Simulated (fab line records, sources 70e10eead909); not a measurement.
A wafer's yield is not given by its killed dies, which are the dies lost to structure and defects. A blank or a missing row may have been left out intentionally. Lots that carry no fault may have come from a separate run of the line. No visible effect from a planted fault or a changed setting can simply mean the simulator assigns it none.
Chamber matching ; flow nand harc ; NHARC_A_BONDPAD_DEP_00 on pecvd-01 has 3 sister chambers
The step deposits SiCN, target thk 250 nm. 16 wafers are shown with their chamber, then 8 later ones without.

== WAFERS PAIRED WITH THEIR CHAMBERS ==
wafer;chamber;heater power w (W)
L074.1;0;608
L074.2;2;484
L074.4;0;618
L077.1;0;623
L077.3;1;512
L077.5;2;503
L080.4;2;487
L080.5;0;637
L080.6;1;485
L082.1;2;480
L082.3;1;511
L082.5;0;634
L085.3;2;473
L085.5;2;476
L085.6;1;468
L094.3;0;555

SIGNATURES, as means of the wafers listed above
reading;chamber 0;chamber 1;chamber 2;scatter within a chamber
heater power w;612.50;494.00;483.83;22.3
Rule: a wafer's distance from a chamber is the root of the sum, over the readings, of the square of ((its reading less the chamber's mean) divided by the reading's scatter). The wafer belongs to the nearest chamber; if the next one is less than 2 further off, it can't be placed. The scatter is the square root of a quotient: the sum, over the shown wafers, of each reading's squared deviation from its chamber's mean, divided by wafers minus chambers.

== WAFERS WITHOUT THEIR CHAMBER ==
wafer;heater power w (W)
L094.5;558
L094.6;575
L096.1;414
L096.2;682
L096.6;566
L095.1;523
L095.2;632
L095.6;521

== THE CHAMBER EACH PASSED THROUGH ==
wafer;from the rows above;in truth
L094.5;can't be placed: 0 or 1 or 2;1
L094.6;can't be placed: 0 or 1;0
L096.1;can't be placed: 2 or 1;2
L096.2;0;0
L096.6;can't be placed: 0 or 1 or 2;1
L095.1;can't be placed: 1 or 2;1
L095.2;0;0
L095.6;can't be placed: 1 or 2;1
Correctly placed: 2 of 8. Not placeable from these rows: 6 (in 6, the candidates include the true chamber). Placed wrongly: 0.
